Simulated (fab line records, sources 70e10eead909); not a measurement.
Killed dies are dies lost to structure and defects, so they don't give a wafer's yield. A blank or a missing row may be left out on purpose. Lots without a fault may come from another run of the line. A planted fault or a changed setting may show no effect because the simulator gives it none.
fab line records | flow nand_harc
record lots=24 wafers=72 last_day=34
route steps=1302 shown A_ONON_D1@439 A_CHANNEL_HOLE_D1@487 A_CHANNEL_FILL_D1@495 A_DECK1_JOINT@530
lots that met no fault: from a run of the same line without faults
start_h: hours from the record's first day to the start of the lot's first wafer shown | wait_h: hours since the lot's step before | " the same as in the row above | L1.1+2: a row that stands for several wafers | - no value, or no start given | * or withheld: withheld | < > ~ a bound
route shown NAME@n: a module of which the file shows steps, and the number in the route of the first | usual: mean/standard deviation of fault-free wafers | same: alike in all rows | chamber/n: place in a boat | sites: the reading at each site | _std_site: their standard deviation | _edge_site: outer sites' mean less inner sites' | radius_mm: how far each site lies from the wafer's centre | mask NAME#n: copy n | behind: the tool/chamber that last shaped the wafer | hold: why the lot was held/for how many hours/how that ended | device: the transistor (n, p or np) that didn't switch | end of line: the same wafers' tests at the end of the route | a step without rows: its recipe alone | killed: dies lost to structure and defects at the first sort, not the wafer's yield | map: a wafer's dies, x killed, . not, _ none there
set.NAME: the setting as run; set.NAME@STEP: as run at that earlier step | model.NAME: the simulator's own value behind a step, which no gauge read
steps of the route over a sample of lots; a table a step, a row a wafer
services: from which hour (start_h, from the record's first day; less than 0 if before it) a tool's chamber was out of use, for how many hours, and why
## steps
# step NHARC_A_ONON_D1_THK_MEAS_21
# recipe thk_meas_gauge=ellipsometry
# usual thk_nm=1000/10
# columns lot.wafer tool chamber start_h wait_h thk_nm
L074.2 film_metro-02 - 175.63 - 1008
L074.3 " - " " 1008
L074.5 " - " " 1010
L075.1 film_metro-01 - 182.95 - 1014
L075.2 " - " " 1015
L075.4 " - " " 1013
L076.1 film_metro-02 - 195.59 - 1001
L076.2 " - " " 1004
L076.6 " - " " 1001
L077.2 film_metro-01 - 195.59 - 992
L077.5 " - " " 990
L077.6 " - " " 991
L078.2 film_metro-01 - 215.21 - 1005
L078.3 " - " " 1004
L078.6 " - " " 1004
L079.1 film_metro-01 - 222.38 - 991
L079.3 " - " " 992
L079.6 " - " " 994
L080.2 film_metro-01 - 238.13 - 999
L080.3 " - " " 998
L080.5 " - " " 999
L082.2 film_metro-01 - 252.78 - 985
L082.3 " - " " 986
L082.4 " - " " 985
L081.3 film_metro-01 - 252.82 - 996
L081.5 " - " " 995
L081.6 " - " " 996
L083.2 film_metro-01 - 267.15 - 995
L083.5 " - " " 996
L083.6 " - " " 993
L084.1 film_metro-02 - 273.78 - 1003
L084.2 " - " " 1004
L084.4 " - " " 1003
L085.1 film_metro-01 - 283.64 - 1006
L085.3 " - " " 1007
L085.6 " - " " 1005
L086.1 film_metro-01 - 303.00 - 1003
L086.5 " - " " 1000
L086.6 " - " " 1002
L087.3 film_metro-02 - 303.01 - 993
L087.4 " - " " 993
L087.6 " - " " 995
L088.3 film_metro-01 - 315.65 - 971
L088.5 " - " " 972
L088.6 " - " " 971
L089.3 film_metro-02 - 329.60 - 984
L089.4 " - " " 984
L089.6 " - " " 983
L090.2 film_metro-01 - 340.15 - 1010
L090.4 " - " " 1009
L090.5 " - " " 1012
L091.1 film_metro-01 - 340.16 - 999
L091.2 " - " " 1001
L091.3 " - " " 1000
L092.4 film_metro-02 - 349.70 - 997
L092.5 " - " " 999
L092.6 " - " " 997
L094.1 film_metro-02 - 367.09 - 1007
L094.2 " - " " 1007
L094.3 " - " " 1004
L093.1 film_metro-01 - 367.09 - 1017
L093.3 " - " " 1015
L093.4 " - " " 1016
L095.4 film_metro-01 - 381.74 - 1000
L095.5 " - " " 1002
L095.6 " - " " 1000
L096.2 film_metro-02 - 410.29 - 1008
L096.3 " - " " 1008
L096.6 " - " " 1008
L097.2 film_metro-01 - 410.43 - 1010
L097.3 " - " " 1010
L097.5 " - " " 1011
# step NHARC_A_CHANNEL_HOLE_D1_CD_MEAS_30
# usual cd_nm=89.9/1.2
# columns lot.wafer tool chamber start_h wait_h cd_nm
L074.2 cd_sem-01 - 187.78 - 91.1
L074.3 " - " " 90.5
L074.5 " - " " 88.7
L075.1 cd_sem-03 - 197.54 - 90.5
L075.2 " - " " 88.9
L075.4 " - " " 90.2
L077.2 cd_sem-02 - 209.70 0.1 91.4
L077.5 " - " " 90.2
L077.6 " - " " 89.0
L076.1 cd_sem-01 - 213.56 0.1 91.4
L076.2 " - " " 90.3
L076.6 " - " " 91.5
L078.2 cd_sem-03 - 227.17 - 91.2
L078.3 " - " " 90.8
L078.6 " - " " 91.4
L079.1 cd_sem-02 - 238.26 - 90.2
L079.3 " - " " 90.3
L079.6 " - " " 90.6
L080.2 cd_sem-01 - 250.70 - 88.8
L080.3 " - " " 90.5
L080.5 " - " " 88.3
L081.3 cd_sem-03 - 268.24 - 89.5
L081.5 " - " " 91.1
L081.6 " - " " 89.8
L082.2 cd_sem-03 - 269.75 - 90.8
L082.3 " - " " 90.2
L082.4 " - " " 92.0
L083.2 cd_sem-02 - 280.85 - 86.6
L083.5 " - " " 87.5
L083.6 " - " " 86.1
L084.1 cd_sem-02 - 285.52 - 88.5
L084.2 " - " " 91.0
L084.4 " - " " 89.8
L085.1 cd_sem-02 - 300.05 - 88.1
L085.3 " - " " 91.4
L085.6 " - " " 89.5
L087.3 cd_sem-01 - 317.30 - 89.4
L087.4 " - " " 87.8
L087.6 " - " " 93.0
L086.1 cd_sem-02 - 319.32 - 88.9
L086.5 " - " " 91.6
L086.6 " - " " 89.1
L088.3 cd_sem-03 - 327.67 - 89.3
L088.5 " - " " 91.3
L088.6 " - " " 90.6
L089.3 cd_sem-01 - 344.70 - 90.1
L089.4 " - " " 91.9
L089.6 " - " " 91.1
L090.2 cd_sem-01 - 352.02 - 89.6
L090.4 " - " " 89.3
L090.5 " - " " 89.7
L091.1 cd_sem-01 - 352.26 - 90.8
L091.2 " - " " 89.5
L091.3 " - " " 93.8
L092.4 cd_sem-03 - 361.76 - 89.5
L092.5 " - " " 90.5
L092.6 " - " " 89.2
L093.1 cd_sem-01 - 378.86 - 90.0
L093.3 " - " " 89.1
L093.4 " - " " 89.3
L094.1 cd_sem-02 - 380.02 - 88.7
L094.2 " - " " 89.9
L094.3 " - " " 88.4
L095.4 cd_sem-02 - 399.30 - 89.3
L095.5 " - " " 89.3
L095.6 " - " " 89.2
L096.2 cd_sem-03 - 422.24 0.1 90.4
L096.3 " - " " 88.5
L096.6 " - " " 89.0
L097.2 cd_sem-02 - 423.28 0.1 88.8
L097.3 " - " " 87.6
L097.5 " - " " 89.2
# step NHARC_A_CHANNEL_FILL_D1_ALD_15
# recipe target_thk_a=20 pulse_time_s=60 ald_cycles=19 temp_c=630 pressure_torr=2 material=SiNx
# usual precursor_pulse_height_rel=0.998/0.019
# columns lot.wafer tool chamber start_h wait_h precursor_pulse_height_rel
L074.2 ald_sin_batch-02 0 - - 0.980
L074.3 " 0 " " 1.004
L074.5 " 0 " " 0.995
L075.1 ald_sin_batch-02 0 - - 1.034
L075.2 " 0 " " 0.959
L075.4 " 0 " " 0.998
L077.2 ald_sin_batch-02 0 - - 0.976
L077.5 " 0 " " 0.999
L077.6 " 0 " " 1.024
L076.1 ald_sin_batch-01 0 - - 1.002
L076.2 " 0 " " 1.011
L076.6 " 0 " " 1.005
L078.2 ald_sin_batch-01 0 - - 1.038
L078.3 " 0 " " 1.011
L078.6 " 0 " " 1.038
L079.1 ald_sin_batch-01 0 - - 1.008
L079.3 " 0 " " 1.004
L079.6 " 0 " " 1.004
L080.2 ald_sin_batch-01 0 - - 1.009
L080.3 " 0 " " 1.023
L080.5 " 0 " " 1.012
L081.3 ald_sin_batch-01 0 - - 1.031
L081.5 " 0 " " 1.001
L081.6 " 0 " " 0.978
L082.2 ald_sin_batch-01 0 - - 1.007
L082.3 " 0 " " 0.998
L082.4 " 0 " " 0.957
L083.2 ald_sin_batch-03 0 - - 1.014
L083.5 " 0 " " 0.982
L083.6 " 0 " " 0.965
L084.1 ald_sin_batch-02 0 - - 0.999
L084.2 " 0 " " 0.977
L084.4 " 0 " " 1.015
L085.1 ald_sin_batch-02 0 - - 0.990
L085.3 " 0 " " 1.029
L085.6 " 0 " " 1.004
L086.1 ald_sin_batch-02 0 - - 0.996
L086.5 " 0 " " 0.993
L086.6 " 0 " " 1.015
L087.3 ald_sin_batch-02 0 - - 0.989
L087.4 " 0 " " 1.018
L087.6 " 0 " " 1.013
L088.3 ald_sin_batch-03 0 - - 0.975
L088.5 " 0 " " 0.985
L088.6 " 0 " " 0.983
L089.3 ald_sin_batch-01 0 - - 0.959
L089.4 " 0 " " 0.999
L089.6 " 0 " " 0.999
L090.2 ald_sin_batch-03 0 - - 0.966
L090.4 " 0 " " 0.998
L090.5 " 0 " " 1.005
L091.1 ald_sin_batch-03 0 - - 1.045
L091.2 " 0 " " 0.982
L091.3 " 0 " " 1.022
L092.4 ald_sin_batch-02 0 - - 1.019
L092.5 " 0 " " 0.984
L092.6 " 0 " " 0.969
L093.1 ald_sin_batch-01 0 - - 1.010
L093.3 " 0 " " 0.974
L093.4 " 0 " " 0.971
L094.1 ald_sin_batch-01 0 - - 1.008
L094.2 " 0 " " 0.992
L094.3 " 0 " " 1.000
L095.4 ald_sin_batch-02 0 - - 1.009
L095.5 " 0 " " 1.009
L095.6 " 0 " " 1.044
L096.2 ald_sin_batch-03 0 - - 0.985
L096.3 " 0 " " 0.990
L096.6 " 0 " " 0.986
L097.2 ald_sin_batch-03 0 - - 1.002
L097.3 " 0 " " 0.971
L097.5 " 0 " " 0.983
# step NHARC_A_CHANNEL_FILL_D1_STRIP_28
# recipe time_s=20 o2_flow_sccm=500 ar_flow_sccm=0 bias_w=0 chemistry=O2
# usual chamber_pressure_mTorr=60.00/0.053 drypump_motor_current_A=5.7/0.48 oes_product_au=1.002/0.009 rf_vpp_V=57.9/0.88 showerhead_plenum_p_Torr=3.54/0.14 throttle_valve_pct=17.035/0.0085
# columns lot.wafer tool chamber start_h wait_h chamber_pressure_mTorr drypump_motor_current_A oes_product_au rf_hours_counter_h rf_vpp_V showerhead_plenum_p_Torr throttle_valve_pct
L074.3 rie_diel-02 0 213.93 0.1 59.99 5.7 1.010 10 58.0 3.35 17.019
L074.2 " 1 " " 60.02 5.2 0.999 11 57.3 3.33 17.031
L074.5 " 3 " " 59.97 6.3 0.995 - 57.5 3.60 17.022
L075.4 rie_diel-03 1 224.63 0.1 59.96 5.7 1.016 6 57.6 3.74 17.027
L075.2 " 3 " " 60.00 5.7 1.020 6 57.3 3.50 17.032
L075.1 " 0 " " 60.06 5.9 1.024 7 58.0 3.68 17.039
L077.2 rie_diel-03 2 235.14 0.1 59.97 5.0 1.010 7 59.1 3.59 17.022
L077.5 " 0 " " 59.98 5.9 1.023 - 58.0 3.67 17.029
L077.6 " 1 " " 59.99 5.7 1.000 - 59.1 3.74 17.032
L076.1 rie_diel-08 2 238.14 0.1 59.94 4.9 0.994 1 57.9 3.41 17.024
L076.2 " 0 " " 60.08 6.4 1.016 2 57.9 3.51 17.033
L076.6 " 2 " " 59.98 4.9 1.008 - 57.4 3.41 17.043
L078.3 rie_diel-02 3 251.92 0.1 59.98 6.3 0.993 2 60.0 3.60 17.026
L078.2 " 1 " " 59.93 5.2 1.001 2 58.7 3.33 17.050
L078.6 " 3 " " 59.99 6.3 0.999 - 58.9 3.60 17.038
L079.3 rie_diel-08 0 262.96 0.1 60.06 6.3 1.001 4 56.8 3.51 17.030
L079.1 " 2 " " 59.93 4.9 1.002 2 57.2 3.41 17.016
L079.6 " 0 " " 60.03 6.4 0.998 - 58.2 3.51 17.033
L080.3 rie_diel-02 2 276.62 0.1 60.01 5.8 0.992 4 59.3 3.65 17.035
L080.2 " 0 " " 60.00 5.7 0.996 5 57.8 3.34 17.034
L080.5 " 1 " " 59.99 5.2 0.996 - 55.6 3.33 17.025
L081.3 rie_diel-08 3 292.71 0.1 60.04 5.9 0.997 4 59.3 3.74 17.041
L081.5 " 3 " " 60.01 5.9 0.993 - 58.6 3.74 17.057
L081.6 " 0 " " 60.02 6.3 0.994 - 57.3 3.51 17.043
L082.2 rie_diel-02 1 292.74 0.1 60.01 5.2 0.991 6 57.8 3.33 17.041
L082.3 " 0 " " 60.00 5.7 0.995 6 57.2 3.34 17.037
L082.4 " 1 " " 59.95 5.2 0.999 - 57.6 3.33 17.044
L083.2 rie_diel-02 0 305.47 0.1 60.03 5.7 1.008 6 55.5 3.34 17.030
L083.5 " 0 " " 60.00 5.7 1.006 - 57.2 3.34 17.035
L083.6 " 1 " " 59.94 5.2 0.987 - 56.2 3.33 17.044
L084.4 rie_diel-08 2 311.05 0.1 60.08 4.9 1.003 3 56.9 3.41 17.041
L084.1 " 3 " " 59.96 5.9 1.005 5 57.0 3.74 17.038
L084.2 " 0 " " 59.98 6.4 0.993 6 58.7 3.51 17.031
L085.3 rie_diel-02 2 328.84 0.1 60.04 5.8 1.000 7 57.6 3.64 17.040
L085.1 " 1 " " 60.06 5.2 1.003 8 57.8 3.33 17.031
L085.6 " 3 " " 59.95 6.3 1.002 - 58.0 3.59 17.054
L087.3 rie_diel-03 2 341.92 0.1 59.91 5.0 0.990 2 57.5 3.59 17.048
L087.4 " 1 " " 59.99 5.7 0.999 1 59.9 3.74 17.051
L087.6 " 2 " " 60.04 5.0 0.998 - 58.8 3.59 17.042
L086.1 rie_diel-02 3 341.92 0.1 59.96 6.4 0.998 9 59.1 3.59 17.044
L086.6 " 2 " " 59.95 5.8 0.992 - 58.4 3.64 17.047
L086.5 " 3 " " 60.11 6.3 1.005 - 58.6 3.59 17.029
L088.3 rie_diel-02 3 352.42 0.1 59.97 6.3 0.993 10 58.8 3.59 17.030
L088.5 " 2 " " 60.00 5.7 1.001 - 58.1 3.64 17.035
L088.6 " 3 " " 59.94 6.3 1.001 - 58.8 3.59 17.031
L089.3 rie_diel-03 1 369.40 0.1 59.93 5.7 0.998 3 58.8 3.74 17.019
L089.4 " 2 " " 60.01 4.9 0.993 4 58.8 3.59 17.037
L089.6 " 0 " " 59.99 5.9 1.007 - 57.6 3.67 17.043
L091.2 rie_diel-08 0 377.09 0.1 60.02 6.3 1.001 0 58.8 3.51 17.033
L091.1 " 2 " " 59.97 4.9 0.995 0 57.6 3.41 17.053
L091.3 " 3 " " 60.08 5.9 1.007 0 58.9 3.74 17.027
L090.2 rie_diel-02 3 377.09 0.1 59.91 6.3 0.994 10 57.4 3.59 17.045
L090.4 " 2 " " 60.02 5.7 0.985 9 58.8 3.64 17.041
L090.5 " 0 " " 59.97 5.7 1.007 - 56.4 3.34 17.048
L092.4 rie_diel-02 3 386.49 0.1 60.04 6.3 0.986 11 58.6 3.59 17.053
L092.6 " 2 " " 60.04 5.7 0.984 - 59.2 3.64 17.037
L092.5 " 3 " " 59.98 6.3 1.002 - 57.9 3.59 17.029
L094.2 rie_diel-08 0 407.89 0.1 59.92 6.3 1.010 1 57.7 3.51 17.034
L094.3 " 2 " " 59.95 4.9 0.996 1 58.6 3.40 17.045
L094.1 " 3 " " 59.92 5.9 1.004 1 59.0 3.74 17.048
L093.4 rie_diel-02 0 407.92 0.1 60.02 5.7 1.021 0 58.0 3.34 17.027
L093.1 " 1 " " 59.98 5.2 0.992 0 58.7 3.32 17.034
L093.3 " 2 " " 59.94 5.7 1.000 0 56.6 3.64 17.033
L095.4 rie_diel-03 3 426.47 0.1 59.99 5.7 1.007 7 57.6 3.50 17.030
L095.5 " 0 " " 60.03 5.9 0.997 - 56.5 3.67 17.037
L095.6 " 1 " " 60.00 5.7 1.010 - 58.7 3.74 17.023
L096.3 rie_diel-02 0 448.73 0.1 60.01 5.7 1.019 3 57.1 3.34 17.036
L096.2 " 2 " " 60.01 5.8 0.984 2 56.7 3.64 17.042
L096.6 " 0 " " 59.94 5.7 1.013 - 57.5 3.34 17.037
L097.3 rie_diel-08 2 448.73 0.1 59.95 4.9 1.000 3 57.6 3.40 17.030
L097.2 " 3 " " 60.05 5.9 1.012 3 58.7 3.74 17.036
L097.5 " 1 " " 59.99 5.0 1.029 - 57.4 3.48 17.040
# step NHARC_A_CHANNEL_FILL_D1_STRIP_29
# recipe time_s=20 o2_flow_sccm=500 ar_flow_sccm=0 bias_w=0 chemistry=O2
# usual chamber_pressure_mTorr=60.00/0.052 drypump_motor_current_A=5.6/0.48 oes_product_au=0.999/0.0086 rf_vpp_V=57.7/0.82 showerhead_plenum_p_Torr=3.52/0.14 throttle_valve_pct=17.038/0.0097
# columns lot.wafer tool chamber start_h wait_h chamber_pressure_mTorr drypump_motor_current_A oes_product_au rf_hours_counter_h rf_vpp_V showerhead_plenum_p_Torr throttle_valve_pct
L074.2 rie_diel-02 0 - - 59.96 5.7 1.009 0.6 57.7 3.35 17.031
L074.3 " 1 " " 60.00 5.2 1.000 0.4 56.9 3.33 17.047
L074.5 " 3 " " 60.05 6.3 1.004 - 58.6 3.60 17.036
L075.4 rie_diel-02 0 - - 59.94 5.7 0.992 2.1 57.5 3.35 17.032
L075.2 " 2 " " 59.96 5.7 1.000 1.6 57.9 3.65 17.041
L075.1 " 3 " " 60.01 6.3 0.985 1.8 57.9 3.60 17.036
L077.2 rie_diel-02 0 - - 60.00 5.7 0.991 2.4 56.3 3.35 17.021
L077.6 " 1 " " 60.09 5.2 0.994 - 55.8 3.33 17.039
L077.5 " 2 " " 59.98 5.7 0.987 - 58.6 3.65 17.030
L076.2 rie_diel-02 0 - - 60.00 5.7 0.996 2.4 56.6 3.35 17.051
L076.1 " 3 " " 59.95 6.3 0.980 2.4 57.9 3.60 17.045
L076.6 " 1 " " 60.00 5.2 0.998 - 56.5 3.33 17.024
L078.2 rie_diel-08 2 - - 59.99 4.9 0.991 2.0 58.8 3.41 17.043
L078.3 " 0 " " 60.02 6.4 1.004 3.8 59.0 3.51 17.042
L078.6 " 2 " " 60.07 4.9 1.003 - 57.6 3.41 17.042
L079.3 rie_diel-02 3 280.23 0.1 59.95 6.3 0.991 4.6 57.5 3.60 17.036
L079.1 " 0 " " 60.02 5.8 0.992 4.7 59.4 3.34 17.055
L079.6 " 1 " " 60.02 5.2 0.983 - 57.2 3.33 17.028
L080.2 rie_diel-03 3 - - 60.07 5.7 1.005 0.2 57.7 3.50 17.037
L080.3 " 1 " " 60.07 5.7 0.992 0.1 56.7 3.74 17.041
L080.5 " 3 " " 60.06 5.7 1.002 - 58.5 3.50 17.035
L081.3 rie_diel-02 2 - - 59.98 5.8 0.981 5.1 58.8 3.64 17.043
L081.6 " 0 " " 60.01 5.7 1.003 - 57.4 3.34 17.034
L081.5 " 1 " " 59.92 5.2 0.997 - 57.0 3.33 17.034
L082.2 rie_diel-08 3 - - 59.96 5.9 0.994 4.7 57.9 3.74 17.032
L082.4 " 0 " " 59.96 6.4 0.994 5.6 58.1 3.51 17.043
L082.3 " 2 " " 59.91 4.9 0.996 3.6 58.5 3.41 17.039
L083.2 rie_diel-08 2 - - 59.93 4.9 1.001 4.2 57.5 3.41 17.029
L083.6 " 1 " " 59.99 4.9 1.009 - 58.8 3.49 17.034
L083.5 " 2 " " 59.96 4.9 1.001 - 57.4 3.41 17.049
L084.1 rie_diel-08 2 - - 60.00 5.0 0.999 4.3 57.6 3.41 17.041
L084.4 " 0 " " 60.02 6.3 1.009 6.3 56.6 3.51 17.041
L084.2 " 1 " " 60.05 5.0 1.002 3.9 57.7 3.49 17.037
L085.3 rie_diel-08 1 - - 60.00 4.9 1.003 4.7 58.6 3.49 17.037
L085.1 " 2 " " 60.08 4.9 1.009 5.3 56.8 3.41 17.034
L085.6 " 3 " " 59.97 5.9 1.014 - 57.7 3.74 17.048
L087.4 rie_diel-02 0 - - 59.98 5.7 0.996 10.5 57.3 3.34 17.038
L087.3 " 1 " " 60.02 5.3 1.000 10.4 58.1 3.32 17.040
L087.6 " 0 " " 60.01 5.7 1.016 - 57.6 3.34 17.037
L086.1 rie_diel-03 0 - - 59.94 5.9 1.006 3.1 60.3 3.67 17.043
L086.6 " 3 " " 60.00 5.7 0.997 - 58.5 3.50 17.047
L086.5 " 0 " " 60.09 5.9 1.001 - 58.1 3.67 17.042
L088.3 rie_diel-02 1 - - 59.88 5.2 1.003 10.9 57.0 3.32 17.052
L088.5 " 3 " " 60.02 6.3 0.992 - 57.8 3.59 17.028
L088.6 " 0 " " 60.00 5.7 0.998 - 57.3 3.34 17.034
L089.3 rie_diel-08 2 386.71 0.1 59.95 5.0 1.001 0.1 57.5 3.41 17.014
L089.6 " 0 " " 59.95 6.3 0.991 - 58.1 3.51 17.034
L089.4 " 2 " " 59.99 4.9 0.987 - 56.6 3.41 17.044
L091.1 rie_diel-08 3 - - 60.00 5.9 0.994 0.8 57.4 3.74 17.044
L091.3 " 1 " " 60.00 5.0 1.018 0.7 57.3 3.49 17.032
L091.2 " 2 " " 60.08 5.0 0.995 0.9 57.3 3.41 17.035
L090.2 rie_diel-03 3 394.70 0.1 59.99 5.7 1.004 5.2 57.5 3.50 17.036
L090.4 " 1 " " 60.08 5.7 0.997 - 57.3 3.74 17.027
L090.5 " 2 " " 60.00 4.9 0.999 - 57.9 3.59 17.037
L092.6 rie_diel-03 2 404.28 0.1 60.02 4.9 0.998 - 57.0 3.59 17.035
L092.5 " 3 " " 60.04 5.7 1.016 - 58.0 3.50 17.027
L092.4 " 1 " " 60.06 5.7 1.003 - 59.2 3.74 17.035
L094.1 rie_diel-08 2 - - 60.04 4.9 0.988 2.2 57.3 3.40 17.037
L094.2 " 0 " " 59.99 6.4 0.999 2.2 58.3 3.51 17.042
L094.3 " 1 " " 59.95 5.0 1.012 1.8 58.9 3.48 17.029
L093.1 rie_diel-03 0 - - 60.08 5.9 1.009 7.2 56.7 3.67 17.035
L093.3 " 1 " " 59.99 5.7 1.002 7.1 58.1 3.74 17.027
L093.4 " 2 " " 59.97 4.9 1.004 7.5 58.0 3.59 17.027
L095.4 rie_diel-02 0 - - 60.09 5.7 1.004 2.6 57.7 3.34 17.046
L095.5 " 0 " " 60.01 5.7 1.012 - 57.3 3.34 17.019
L095.6 " 1 " " 60.00 5.2 0.998 - 57.7 3.32 17.009
L097.3 rie_diel-02 0 - - 59.87 5.7 0.994 4.0 57.1 3.34 17.037
L097.2 " 1 " " 60.03 5.2 0.980 3.0 58.3 3.32 17.031
L097.5 " 0 " " 59.96 5.7 1.016 - 56.1 3.34 17.019
L096.3 rie_diel-08 1 - - 59.87 5.0 1.015 3.5 57.4 3.48 17.044
L096.2 " 2 " " 59.98 4.9 0.995 4.1 57.7 3.40 17.036
L096.6 " 2 " " 60.02 4.9 0.981 - 56.6 3.40 17.027
# step NHARC_A_DECK1_JOINT_ETCHBACK_00
# recipe target_depth_a=300 time_s=17.4 hbr_flow_sccm=150 rf_w=350 icp_w=350 bias_w=60 chemistry=HBr
# usual chamber_pressure_mTorr=15.002/0.023 drypump_motor_current_A=5.72/0.23 hbr_flow_sccm=150.0/0.47 oes_product_au=1.001/0.0094 throttle_valve_pct=23.265/0.0096
# columns lot.wafer tool chamber start_h wait_h chamber_pressure_mTorr drypump_motor_current_A hbr_flow_sccm oes_product_au rf_hours_counter_h throttle_valve_pct
L074.3 rie_si-04 1 246.31 0.1 15.001 6.08 150.3 1.021 0.5 23.262
L074.2 " 2 " " 14.988 5.96 150.6 1.008 0.5 23.259
L074.5 " 2 " " 15.006 6.00 150.0 1.015 - 23.276
L075.1 rie_si-06 0 259.10 0.1 14.992 5.66 150.3 1.001 0 23.266
L075.2 " 1 " " 15.006 5.54 150.7 1.008 0 23.258
L075.4 " 2 " " 14.987 5.82 149.0 1.002 0 23.274
L077.2 rie_si-06 3 270.72 0.1 15.011 5.79 149.6 0.986 0.1 23.269
L077.5 " 0 " " 14.989 5.60 149.6 0.996 - 23.255
L077.6 " 1 " " 15.010 5.54 149.5 0.994 - 23.279
L076.2 rie_si-04 1 273.38 0.1 15.012 6.11 150.1 1.015 0.7 23.263
L076.1 " 2 " " 14.979 6.00 150.4 1.004 0.7 23.270
L076.6 " 2 " " 14.986 5.98 150.6 1.014 - 23.265
L078.2 rie_si-04 1 293.01 0.1 15.023 6.08 149.7 1.019 0.8 23.265
L078.3 " 2 " " 14.984 5.98 150.5 1.010 0.8 23.269
L078.6 " 0 " " 14.983 5.53 150.1 1.011 - 23.260
L079.3 rie_si-04 1 297.29 0.1 15.000 6.05 149.7 1.008 0.9 23.264
L079.1 " 0 " " 14.976 5.51 150.2 0.992 0.8 23.277
L079.6 " 2 " " 15.010 5.97 150.7 0.995 - 23.274
L080.2 rie_si-04 2 312.41 0.1 14.997 5.98 149.6 0.995 1.0 23.270
L080.3 " 3 " " 15.013 5.36 150.1 0.998 0.8 23.260
L080.5 " 1 " " 15.007 6.08 150.4 0.999 - 23.274
L082.2 rie_si-04 1 327.51 0.1 15.010 6.08 150.1 1.005 1.0 23.257
L082.4 " 2 " " 14.986 5.99 150.0 0.999 1.0 23.265
L082.3 " 3 " " 14.995 5.36 150.2 1.003 0.9 23.266
L081.3 rie_si-06 0 327.53 0.1 15.011 5.60 150.8 0.999 0.4 23.279
L081.5 " 1 " " 15.005 5.56 149.1 0.990 - 23.267
L081.6 " 2 " " 14.986 5.82 150.6 0.985 - 23.267
L083.2 rie_si-01 3 342.58 0.1 15.010 5.21 149.8 0.999 1.0 23.271
L083.5 " 1 " " 14.976 5.93 150.1 1.020 - 23.251
L083.6 " 2 " " 15.011 5.58 150.0 0.986 - 23.269
L084.1 rie_si-06 3 350.88 0.1 15.025 5.75 150.5 0.991 0.7 23.279
L084.2 " 0 " " 15.039 5.61 149.7 1.002 0.7 23.265
L084.4 " 0 " " 15.005 5.62 150.5 1.012 - 23.259
L085.1 rie_si-01 0 363.48 0.1 14.997 5.78 150.0 1.012 1.1 23.274
L085.3 " 2 " " 15.002 5.59 149.7 0.988 0.9 23.255
L085.6 " 1 " " 14.984 5.93 150.2 1.012 - 23.280
L087.4 rie_si-06 3 378.18 0.1 14.993 5.80 149.9 1.001 1.0 23.239
L087.3 " 0 " " 15.001 5.58 150.2 0.999 0.9 23.246
L087.6 " 2 " " 15.005 5.84 150.0 1.002 - 23.271
L086.1 rie_si-04 3 378.19 0.1 15.032 5.39 149.7 1.008 0.2 23.277
L086.6 " 1 " " 15.014 6.11 150.2 1.020 - 23.275
L086.5 " 2 " " 14.994 5.99 150.3 0.999 - 23.264
L088.3 rie_si-06 3 386.54 0.1 14.989 5.79 150.2 1.006 1.1 23.260
L088.5 " 1 " " 15.003 5.57 149.8 0.995 - 23.253
L088.6 " 2 " " 15.013 5.84 150.5 1.003 - 23.249
L089.4 rie_si-06 0 405.22 0.1 15.010 5.56 149.5 1.005 1.0 23.261
L089.3 " 2 " " 14.990 5.83 150.5 0.995 1.1 23.254
L089.6 " 1 " " 14.990 5.54 149.4 1.001 - 23.256
L091.2 rie_si-01 1 412.66 0.1 15.000 5.93 150.1 0.999 0.2 23.254
L091.3 " 2 " " 14.955 5.56 150.1 0.983 0.2 23.263
L091.1 " 0 " " 14.998 5.79 150.4 1.027 0.2 23.258
L090.4 rie_si-04 2 412.66 0.1 14.996 5.99 149.9 1.002 0.5 23.274
L090.2 " 1 " " 15.001 6.08 150.0 1.001 0.4 23.253
L090.5 " 3 " " 15.216 5.35 149.2 1.002 - 23.275
L092.4 rie_si-06 3 421.66 0.1 14.982 5.78 149.8 0.996 1.2 23.262
L092.6 " 1 " " 15.002 5.58 149.7 1.010 - 23.278
L092.5 " 2 " " 15.019 5.83 150.0 0.995 - 23.257
L094.3 rie_si-06 0 443.66 0.1 15.032 5.59 149.8 1.017 0.1 23.280
L094.2 " 1 " " 15.010 5.55 149.7 0.999 0.1 23.260
L094.1 " 2 " " 15.012 5.84 149.4 1.007 0.1 23.282
L093.1 rie_si-04 0 443.66 0.1 15.014 5.51 149.8 1.009 0.6 23.267
L093.3 " 1 " " 14.990 6.07 149.9 0.991 0.6 23.274
L093.4 " 2 " " 15.009 5.97 149.2 0.995 0.8 23.253
L095.4 rie_si-01 3 464.37 0.1 14.993 5.22 150.3 1.008 0.6 23.251
L095.6 " 0 " " 14.986 5.76 150.0 1.011 - 23.252
L095.5 " 1 " " 15.024 5.93 149.8 0.994 - 23.261
L096.2 rie_si-06 3 482.75 0.1 14.997 5.77 150.4 0.986 0.3 23.253
L096.3 " 0 " " 14.997 5.59 149.9 1.015 0.3 23.262
L096.6 " 3 " " 15.005 5.77 149.7 0.989 - 23.274
L097.3 rie_si-04 3 482.75 0.1 15.014 5.38 150.9 1.003 0.9 23.274
L097.2 " 0 " " 14.988 5.53 149.7 1.003 0.8 23.266
L097.5 " 2 " " 15.008 5.98 150.4 0.999 - 23.263
## services
# columns tool chamber start_h hours kind
rie_diel-08 0 187.36 3.4 repair
rie_diel-08 - 190.80 9.0 pm
rie_diel-02 0 192.96 6.3 repair
rie_diel-08 3 208.10 12.4 repair
rie_diel-02 - 216.70 9.0 pm
rie_diel-03 - 217.78 1.6 repair
rie_diel-08 1 221.72 33.3 repair
rie_diel-08 2 230.55 5.3 repair
rie_si-06 - 249.00 9.0 pm
rie_diel-02 2 277.98 14.9 repair
rie_diel-03 - 281.45 9.0 pm
rie_si-04 0 288.88 2.2 repair
rie_si-04 1 297.40 9.8 repair
rie_si-04 - 307.95 0.4 repair
rie_diel-03 1 316.79 4.0 repair
rie_diel-03 1 324.65 12.1 repair
rie_si-06 1 331.10 27.1 repair
rie_si-04 - 342.00 9.0 pm
rie_diel-03 - 349.09 1.2 repair
rie_diel-08 1 355.00 11.2 repair
rie_diel-08 - 362.72 2.1 repair
rie_diel-08 - 367.80 9.0 pm
rie_diel-02 - 393.70 9.0 pm
rie_diel-02 0 471.69 5.7 repair
## key
fault none
